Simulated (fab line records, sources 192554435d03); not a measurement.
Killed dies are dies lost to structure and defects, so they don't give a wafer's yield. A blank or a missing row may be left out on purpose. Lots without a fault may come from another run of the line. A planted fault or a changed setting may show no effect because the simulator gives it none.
fab line records | flow n5_finfet
record lots=7 wafers=18 last_day=19
route steps=1938 shown SDB@376 DUMMY_REMOVAL@377 HKMG_FIN@385 BEOL_M4@1111 PASSIVATION@1936
lots that met no fault: from a run of the same line without faults
start_h: hours from the record's first day to the start of the lot's first wafer shown | wait_h: hours since the lot's step before | " the same as in the row above | L1.1+2: a row that stands for several wafers | - no value, or no start given | * or withheld: withheld | < > ~ a bound
route shown NAME@n: a module of which the file shows steps, and the number in the route of the first | usual: mean/standard deviation of fault-free wafers | same: alike in all rows | chamber/n: place in a boat | sites: the reading at each site | _std_site: their standard deviation | _edge_site: outer sites' mean less inner sites' | radius_mm: how far each site lies from the wafer's centre | mask NAME#n: copy n | behind: the tool/chamber that last shaped the wafer | hold: why the lot was held/for how many hours/how that ended | device: the transistor (n, p or np) that didn't switch | end of line: the same wafers' tests at the end of the route | a step without rows: its recipe alone | killed: dies lost to structure and defects at the first sort, not the wafer's yield | map: a wafer's dies, x killed, . not, _ none there
set.NAME: the setting as run; set.NAME@STEP: as run at that earlier step | model.NAME: the simulator's own value behind a step, which no gauge read
lots at some steps of the route; a table a step, a row a wafer
services: from which hour (start_h, from the record's first day; less than 0 if before it) a tool's chamber was out of use, for how many hours, and why
## steps
# step N5_SDB_INSPECT_36
# recipe inspect_instrument=darkfield mode=post_cmp
# usual raw_defect_count=40/19
# columns lot.wafer tool chamber start_h wait_h raw_defect_count
L927.1 defect_inspect-02 - 119.91 0.0 28
L927.2 " - " " 25
L927.4 " - " " 20
L928.1 defect_inspect-01 - 123.37 0.0 63
L928.5 " - " " 53
L928.6 " - " " 18
L930.2 defect_inspect-01 - 139.52 0.0 31
L930.4 " - " " 21
L931.2 defect_inspect-02 - 149.48 0.0 22
L931.4 " - " " 36
L937.2 defect_inspect-02 - 177.70 0.0 69
L937.6 " - " " 17
L938.1 defect_inspect-01 - 183.66 0.0 37
L938.2 " - " " 16
L938.5 " - " " 76
L941.1 defect_inspect-01 - 202.93 0.0 65
L941.4 " - " " 61
L941.5 " - " " 30
# step N5_DUMMY_REMOVAL_HM_STRIP_01
# recipe chemistry=CH3F/O2 material=SiNx target_depth_a=40 stop_on=poly-Si time_s=6.8 over_etch_frac=0.3 ion_energy_ev=60 power_w=410 bias_w=29 Ar_flow_sccm=150 CH3F_flow_sccm=30 O2_flow_sccm=20
# usual drypump_motor_current_A=5.6/0.56 oes_product_au=0.65/0.058 rf_vpp_V=127.5/1 showerhead_plenum_p_Torr=2.00/0.063 throttle_valve_pct=16.30/0.26
# columns lot.wafer tool chamber start_h wait_h drypump_motor_current_A oes_product_au rf_hours_counter_h rf_vpp_V showerhead_plenum_p_Torr throttle_valve_pct
L927.1 rie_diel-03 2 119.95 0.0 5.1 0.67 71 128.5 2.03 16.23
L927.2 " 3 " " 4.7 0.64 114 128.3 1.93 16.34
L927.4 " 2 " " 5.0 0.66 - 126.6 2.03 16.24
L928.1 rie_diel-01 1 123.40 0.0 5.8 0.60 173 126.5 1.92 16.49
L928.5 " 0 " " 6.0 0.59 - 126.0 1.99 16.47
L928.6 " 1 " " 5.8 0.59 - 127.5 1.92 16.47
L930.2 rie_diel-01 3 139.55 0.0 6.2 0.73 28 126.2 1.95 15.91
L930.4 " 0 " " 6.0 0.59 161 128.4 1.99 16.48
L931.2 rie_diel-01 0 149.51 0.0 6.0 0.58 163 125.9 1.99 16.49
L931.4 " 3 " " 6.2 0.72 30 128.4 1.95 15.91
L937.2 rie_diel-01 3 177.74 0.0 6.2 0.71 39 127.0 1.95 15.93
L937.6 " 2 " " 5.8 0.64 - 128.4 2.10 16.36
L938.1 rie_diel-06 3 183.96 0.3 5.9 0.62 149 126.7 2.00 16.24
L938.2 " 0 " " 6.6 0.74 33 128.5 2.03 15.72
L938.5 " 0 " " 6.6 0.74 - 128.0 2.03 15.70
L941.1 rie_diel-01 3 202.96 0.0 6.3 0.71 48 126.6 1.94 15.94
L941.4 " 2 " " 5.9 0.63 108 127.5 2.10 16.39
L941.5 " 1 " " 5.8 0.58 - 126.7 1.91 16.53
# step N5_DUMMY_REMOVAL_STRIP_10
# recipe chemistry=N2/H2 time_s=40 power_w=100 temp_c=40 pressure_mtorr=100 rf_frequency_hz=6e+07 bias_power_w=3 n2_flow_sccm=300 h2_flow_sccm=300
# usual drypump_motor_current_A=5.6/0.56 oes_product_au=0.80/0.074 rf_vpp_V=45.5/0.81 showerhead_plenum_p_Torr=3.38/0.099 throttle_valve_pct=12.17/0.26
# columns lot.wafer tool chamber start_h wait_h drypump_motor_current_A oes_product_au rf_hours_counter_h rf_vpp_V showerhead_plenum_p_Torr throttle_valve_pct
L927.1 rie_diel-03 2 119.98 0.0 5.1 0.81 71 44.7 3.43 12.10
L927.2 " 3 " " 4.7 0.78 114 46.6 3.27 12.31
L927.4 " 2 " " 5.1 0.81 - 45.5 3.43 12.10
L928.1 rie_diel-01 1 123.44 0.0 5.8 0.72 173 44.7 3.25 12.37
L928.5 " 0 " " 6.0 0.72 - 46.2 3.38 12.37
L928.6 " 1 " " 5.8 0.72 - 44.6 3.25 12.36
L930.2 rie_diel-01 3 139.59 0.0 6.3 0.89 28 45.1 3.29 11.72
L930.4 " 0 " " 6.1 0.72 161 45.9 3.38 12.40
L931.2 rie_diel-01 0 149.54 0.0 6.0 0.72 163 44.8 3.38 12.39
L931.4 " 3 " " 6.3 0.89 30 46.6 3.29 11.71
L937.2 rie_diel-01 3 177.77 0.0 6.2 0.87 39 43.8 3.28 11.72
L937.6 " 2 " " 5.9 0.78 - 45.6 3.53 12.15
L938.1 rie_diel-06 3 183.99 0.0 6.0 0.75 149 45.7 3.36 12.10
L938.2 " 0 " " 6.6 0.90 33 46.8 3.46 11.68
L938.5 " 0 " " 6.6 0.90 - 46.4 3.46 11.69
L941.1 rie_diel-01 3 203.00 0.0 6.2 0.87 48 45.9 3.28 11.77
L941.4 " 2 " " 5.9 0.77 108 46.0 3.53 12.15
L941.5 " 1 " " 5.8 0.71 - 44.6 3.23 12.42
# step N5_DUMMY_REMOVAL_PRECLEAN_07
# recipe chemistry=dHF time_s=30 temp_c=25 dilution=withheld
# step N5_DUMMY_REMOVAL_DUMMY_REMOVE_02
# recipe chemistry=TMAH temp_c=70 target=poly-Si stop_on=SiO2 target_depth_nm=142 conc_wt_pct=5 time_s=57 dry=ipa_marangoni rinse_time_s=30 rinse_temp_c=23
# step N5_DUMMY_REMOVAL_INSPECT_06
# recipe inspect_instrument=brightfield mode=aei
# usual raw_defect_count=11/4.6
# columns lot.wafer tool chamber start_h wait_h raw_defect_count
L927.1 defect_inspect-01 - 120.15 0.0 14
L927.2 " - " " 26
L927.4 " - " " 9
L928.1 defect_inspect-01 - 123.60 0.0 5
L928.5 " - " " 6
L928.6 " - " " 4
L930.2 defect_inspect-02 - 139.75 0.0 13
L930.4 " - " " 11
L931.2 defect_inspect-01 - 149.70 0.0 6
L931.4 " - " " 7
L937.2 defect_inspect-01 - 177.93 0.0 11
L937.6 " - " " 13
L938.1 defect_inspect-02 - 184.16 0.0 12
L938.2 " - " " 10
L938.5 " - " " 11
L941.1 defect_inspect-02 - 203.16 0.0 7
L941.4 " - " " 9
L941.5 " - " " 9
# step N5_DUMMY_REMOVAL_PRECLEAN_08
# recipe chemistry=NF3:NH3 afs_cycles=2 temp_c=30 time_s=20 sublimation_temp_c=180 sublimation_time_s=60 pressure_torr=3 rf_power_w=30
# step N5_DUMMY_REMOVAL_PRECLEAN_04
# recipe chemistry=DHF time_s=37 temp_c=25 dilution=500:1
# step N5_DUMMY_REMOVAL_SRD_05
# recipe dry=ipa_marangoni do_ppb=5 time_s=30 temp_c=23 rinse_liquid=diw
# step N5_HKMG_FIN_IL_REGROW_00
# recipe material=SiO2 target_thk_a=7.5 chemistry=O3 temp_c=withheld time_s=30
# step N5_HKMG_FIN_HK_ALD_01
# recipe material=HfO2 target_thk_a=16 temp_c=withheld ald_precursor_family=HfCl4 ald_co_reactant=H2O pulse_time_s=3 purge_time_s=3 co_reactant_purge_time_s=2.5 co_reactant_pulse_time_s=0.3 ald_cycles=30
# usual co_reactant_pulse_time_s=0.3/0 precursor_pulse_height_rel=0.999/0.019
# columns lot.wafer tool chamber start_h wait_h co_reactant_pulse_time_s precursor_pulse_height_rel
L927.1 ald_hk-03 2 120.55 0.1 0.3 0.989
L927.2 " 3 " " 0.3 0.977
L927.4 " 0 " " 0.3 1.020
L928.1 ald_hk-02 2 123.96 0.0 0.3 1.028
L928.5 " 2 " " 0.3 1.007
L928.6 " 1 " " 0.3 0.988
L930.2 ald_hk-02 2 140.16 0.0 0.3 1.023
L930.4 " 0 " " 0.3 1.004
L931.2 ald_hk-02 3 150.12 0.0 0.3 1.043
L931.4 " 0 " " 0.3 1.003
L937.2 ald_hk-01 0 178.29 0.0 0.3 0.987
L937.6 " 1 " " 0.3 1.004
L938.1 ald_hk-02 2 184.55 0.0 0.3 0.980
L938.2 " 0 " " 0.3 1.011
L938.5 " 3 " " 0.3 1.011
L941.1 ald_hk-03 1 203.52 0.0 0.3 0.961
L941.4 " 3 " " 0.3 1.002
L941.5 " 3 " " 0.3 0.995
# step N5_HKMG_FIN_HK_ANNEAL_02
# recipe temp_c=700 time_s=30 ambient=N2 idle_temp_c=600 ramp_up_c_per_s=150 ramp_down_c_per_s=60 cool_to_c=600
# usual lamp_power_pct=8.80/0.056 lamp_zone_1_pct=8.800/0.011 wafer_temp_C_max=702.9/0.68
# columns lot.wafer tool chamber start_h wait_h lamp_power_pct lamp_zone_1_pct wafer_temp_C_max
L927.1 rtp_anneal-01 0 120.89 0.2 8.85 8.789 703.2
L927.2 " 0 " " 8.83 8.786 703.8
L927.4 " 0 " " 8.77 8.810 703.5
L928.1 rtp_anneal-01 0 124.18 0.1 8.72 8.802 702.1
L928.5 " 0 " " 8.84 8.815 703.4
L928.6 " 0 " " 8.86 8.790 703.3
L930.2 rtp_anneal-02 0 140.38 0.1 8.91 8.787 702.4
L930.4 " 0 " " 8.84 8.800 703.2
L931.2 rtp_anneal-02 0 150.34 0.1 8.72 8.810 703.0
L931.4 " 0 " " 8.79 8.823 703.7
L937.2 rtp_anneal-02 0 178.51 0.1 8.74 8.800 702.6
L937.6 " 0 " " 8.83 8.810 702.5
L938.1 rtp_anneal-01 0 184.83 0.2 8.78 8.816 702.6
L938.2 " 0 " " 8.83 8.811 701.8
L938.5 " 0 " " 8.80 8.797 703.8
L941.1 rtp_anneal-01 0 203.70 0.1 8.81 8.806 701.7
L941.4 " 0 " " 8.74 8.808 703.4
L941.5 " 0 " " 8.72 8.795 703.3
# step N5_HKMG_FIN_ALD_74
# recipe material=La2O3 target_thk_a=5 temp_c=250 ald_precursor_family=La-Cp ald_co_reactant=O3 pulse_time_s=6 co_reactant_pulse_time_s=1 purge_time_s=3 co_reactant_purge_time_s=3
# usual co_reactant_pulse_time_s=1/0 heater_power_w=344/34 precursor_pulse_height_rel=1.001/0.019
# columns lot.wafer tool chamber start_h wait_h co_reactant_pulse_time_s heater_power_w precursor_pulse_height_rel
L927.1 ald_hk-01 0 121.11 0.2 1 322 1.014
L927.2 " 2 " " 1 399 0.990
L927.4 " 3 " " 1 356 0.999
L928.1 ald_hk-03 0 124.40 0.2 1 399 1.000
L928.5 " 3 " " 1 319 0.964
L928.6 " 2 " " 1 357 0.972
L930.2 ald_hk-03 3 140.57 0.2 1.0519 323 1.031
L930.4 " 1 " " 1.0519 324 1.030
L931.2 ald_hk-03 0 150.52 0.2 1.0519 399 1.013
L931.4 " 2 " " 1.0519 352 0.965
L937.2 ald_hk-03 0 178.69 0.2 1.0519 399 1.004
L937.6 " 3 " " 1 329 1.026
L938.1 ald_hk-01 1 185.04 0.2 1 313 0.984
L938.2 " 0 " " 1 319 0.991
L938.5 " 0 " " 1 322 0.976
L941.1 ald_hk-01 0 203.92 0.2 1 328 0.994
L941.4 " 1 " " 1 312 0.991
L941.5 " 3 " " 1 366 0.998
# step N5_HKMG_FIN_ALD_75
# recipe material=Al2O3 target_thk_a=10 temp_c=150 ald_precursor_family=TMA ald_co_reactant=H2O pulse_time_s=withheld co_reactant_pulse_time_s=1
# usual heater_power_w=148/15 precursor_pulse_height_rel=1.000/0.022
# columns lot.wafer tool chamber start_h wait_h heater_power_w precursor_pulse_height_rel
L927.1 ald_hk-01 0 121.18 0.0 139 0.995
L927.2 " 2 " " 172 0.994
L927.4 " 3 " " 149 1.008
L928.1 ald_hk-03 0 124.56 0.1 168 0.997
L928.5 " 3 " " 143 0.982
L928.6 " 2 " " 156 1.026
L930.2 ald_hk-03 3 140.64 0.0 143 1.008
L930.4 " 1 " " 141 1.009
L931.2 ald_hk-03 0 150.60 0.0 175 1.030
L931.4 " 2 " " 148 1.005
L937.2 ald_hk-03 0 178.77 0.0 173 0.982
L937.6 " 3 " " 142 0.973
L938.1 ald_hk-01 1 185.12 0.0 137 0.988
L938.2 " 0 " " 141 1.001
L938.5 " 0 " " 137 0.973
L941.1 ald_hk-01 0 203.99 0.0 140 0.990
L941.4 " 1 " " 134 0.989
L941.5 " 3 " " 151 0.988
# step N5_BEOL_M4_RC_MEAS_101
# usual DIBL_N=36.6/1.9 DIBL_P=36.7/2.2 IOFF_N=0.16/0.035 IOFF_P=0.22/0.038 ION_N=672/14 ION_P=462/8.3 SS_N=71.6/0.65 SS_P=73.5/0.72 VT_N=250/3.5 VT_P=-250/3.1
# columns lot.wafer tool chamber start_h wait_h DIBL_N[mV/V] DIBL_P[mV/V] IOFF_N[nA/um] IOFF_P[nA/um] ION_N[uA/um] ION_P[uA/um] SS_N[mV/dec] SS_P[mV/dec] VT_N[mV] VT_P[mV]
L927.1 prober-01 0 238.46 0.0 37.5 37.2 0.16 0.23 672 461 71.6 73.0 251 -250
L927.2 " 0 " " 34.7 34.3 0.12 0.17 664 463 71.3 72.4 255 -253
L927.4 " 0 " " 36.8 36.2 0.15 0.21 670 461 71.6 72.9 250 -251
L928.1 prober-02 0 249.12 0.0 35.6 36.2 0.14 0.20 654 455 71.2 72.7 252 -253
L928.5 " 0 " " 36.5 36.0 0.14 0.19 669 463 71.6 72.9 252 -251
L928.6 " 0 " " 35.6 35.9 0.13 0.19 660 450 71.8 73.9 254 -251
L930.2 prober-01 0 254.63 0.2 35.0 37.0 0.15 0.20 673 462 71.7 73.5 252 -252
L930.4 " 0 " " 32.7 34.8 0.12 0.17 655 457 70.9 72.7 252 -253
L931.2 prober-01 0 257.68 0.2 39.4 38.3 0.19 0.28 660 456 72.1 74.2 249 -246
L931.4 " 0 " " 37.9 35.3 0.16 0.22 656 452 71.9 73.7 251 -248
L938.1 prober-02 0 296.96 0.0 35.7 35.6 0.14 0.19 666 459 71.1 73.4 252 -253
L938.2 " 0 " " 33.6 33.6 0.12 0.18 673 462 71.0 72.5 252 -250
L938.5 " 0 " " 36.5 37.2 0.16 0.22 676 467 71.4 73.3 250 -251
L937.2 prober-02 0 301.75 0.2 36.4 35.5 0.15 0.18 677 460 71.3 73.3 253 -255
L937.6 " 0 " " 38.5 37.8 0.19 0.21 700 470 72.1 74.3 247 -253
L941.1 prober-02 0 319.66 0.0 36.6 36.0 0.16 0.23 682 472 71.7 72.4 248 -246
L941.4 " 0 " " 36.7 35.6 0.17 0.23 688 464 71.3 73.1 247 -248
L941.5 " 0 " " 37.7 38.1 0.19 0.28 692 478 71.9 73.1 246 -244
# step N5_PASSIVATION_PROBE_49
# usual defect_limited_yield=91.6/1.4 killed_at_M0_to_M3=35/10 killed_at_M4_up=13/4.8 killed_at_contacts=12/7.2 killed_at_front_end=36/12 killed_at_other=4/3.1 killed_dies=100/17 killed_on_rim=13/4.2 killed_open=66/13 killed_short=32/7.3 sort_bin_5_function=5.0/0.94 sort_bin_6_memory=3.1/0.67 sort_n_pass=1080/17 sort_yield_pct=91.6/1.4
# same gross_dies=1180 killed_at_back_side=0 sort_bin_4_leakage[%]=0 sort_bin_8_speed[%]=0
# columns lot.wafer tool chamber start_h wait_h defect_limited_yield[%] killed_at_M0_to_M3 killed_at_M4_up killed_at_contacts killed_at_front_end killed_at_other killed_dies killed_on_rim killed_open killed_short sort_bin_5_function[%] sort_bin_6_memory[%] sort_n_pass sort_yield_pct[%]
L930.2 prober-02 - 376.80 0.1 90.8 29 9 15 43 13 109 19 79 30 5.3 3.7 1071 90.8
L930.4 prober-02 - 376.90 0.2 91.6 44 12 7 23 13 99 13 67 32 4.7 3.3 1081 91.6
L931.2 prober-02 - 377.10 0.4 91.6 46 14 7 26 6 99 11 62 36 5.0 3.2 1081 91.6
L931.4 prober-02 - 377.20 0.5 88.6 54 11 8 55 6 134 18 92 41 6.9 4.3 1046 88.6
L941.1 prober-01 - 446.15 0.0 88.9 76 16 9 25 5 131 10 100 31 6.9 4.1 1049 88.9
L941.4 prober-01 - 446.30 0.2 92.1 31 14 2 41 5 93 13 60 32 4.9 2.7 1087 92.1
L941.5 prober-01 - 446.35 0.2 89.6 34 21 10 53 5 123 15 83 39 6.3 4.0 1057 89.6
# killed by level:class
L930.2 FIN_SAQP:geometric_particle:open=18 MOL_CONTACT_COAG:geometric_particle:open=14 STI_FIN_REVEAL:geometric_particle:open=6 BEOL_M0_SAQP:geometric_particle:open=6 MIM_TOP_ETCH:geometric_particle:open=6 BEOL_M1:geometric_particle:open=5 MIM_TOP_ETCH:geometric_particle:short=5 FIN_SAQP:geometric_particle:short=4
L930.4 BEOL_M0_SAQP:geometric_particle:open=10 BEOL_M3:geometric_particle:open=9 FIN_SAQP:geometric_particle:open=8 BEOL_M2:geometric_particle:open=6 MIM_TOP_ETCH:geometric_particle:open=6 BEOL_M3:geometric_particle:short=5 MOL_CONTACT_COAG:geometric_particle:open=4 BEOL_M0_SAQP:geometric_particle:short=4
L931.2 BEOL_M3:geometric_particle:open=14 BEOL_M0_SAQP:geometric_particle:short=13 BEOL_M0_SAQP:geometric_particle:open=10 BEOL_M4:geometric_particle:open=8 FIN_SAQP:geometric_particle:short=7 MOL_CONTACT_COAG:geometric_particle:open=6 FIN_SAQP:geometric_particle:open=5 BEOL_M3:geometric_particle:short=3
L931.4 BEOL_M0_SAQP:geometric_particle:open=19 FIN_SAQP:geometric_particle:open=16 STI_FIN_REVEAL:geometric_particle:open=15 BEOL_M0_SAQP:geometric_particle:short=11 BEOL_M3:geometric_particle:open=9 FIN_SAQP:geometric_particle:short=7 MOL_CONTACT_COAG:geometric_particle:open=6 BEOL_M2:geometric_particle:open=6
L941.1 BEOL_M1:geometric_particle:open=33 BEOL_M0_SAQP:geometric_particle:short=10 BEOL_M3:geometric_particle:open=10 BEOL_M0_SAQP:geometric_particle:open=9 MOL_CONTACT_COAG:geometric_particle:open=7 BEOL_M4:geometric_particle:open=7 FIN_SAQP:geometric_particle:open=6 FIN_SAQP:geometric_particle:short=5
L941.4 FIN_SAQP:geometric_particle:short=9 BEOL_M1:geometric_particle:open=9 STI_FIN_REVEAL:geometric_particle:open=8 BEOL_M0_SAQP:geometric_particle:short=5 BEOL_M2:geometric_particle:open=5 BEOL_M4:geometric_particle:open=5 DUMMY_GATE:geometric_particle:open=4 GATE_CUT:geometric_particle:open=4
L941.5 BEOL_M4:geometric_particle:open=14 BEOL_M1:geometric_particle:open=11 FIN_SAQP:geometric_particle:short=10 STI_FIN_REVEAL:geometric_particle:open=10 MOL_CONTACT_COAG:geometric_particle:open=8 FIN_SAQP:geometric_particle:open=7 BEOL_M2:geometric_particle:open=6 STI_FIN_REVEAL:geometric_particle:short=5
## services
# columns tool chamber start_h hours kind
rie_diel-01 0 99.20 8.2 repair
rie_diel-03 0 99.56 - clean
rie_diel-03 0 99.56 - consumable_replace:focus_ring
rie_diel-03 0 99.56 32.6 scheduled_down
rie_diel-03 0 99.56 32.6 vent_cycle
rie_diel-01 1 103.86 16.6 repair
rie_diel-06 1 125.06 - clean
rie_diel-06 1 125.06 - consumable_replace:focus_ring
rie_diel-06 1 125.06 11.0 scheduled_down
rie_diel-06 1 125.06 11.0 vent_cycle
rie_diel-03 - 143.10 1.2 repair
rie_diel-06 1 151.90 8.1 repair
rie_diel-01 - 164.46 0.3 repair
rie_diel-06 3 170.12 4.2 repair
## key
first_sign step=N5_HKMG_FIN_ALD_74 reading=co_reactant_pulse_time_s direction=up sigmas=99+ usual=* struck=*
effect none on later readings
met_at N5_HKMG_FIN_ALD_74
struck_wafers L930.2,L930.4,L931.2,L931.4,L937.2
onset_between 124.40 140.57
fault kind=process_parameter_drift tool=ald_hk-03 chamber=- onset_h=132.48 steps=N5_HKMG_FIN_ALD_74 channel=co_reactant_pulse_time_s offset=* shape=step end_h=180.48 scope=struck_wafers_only acts_in=* stated=*
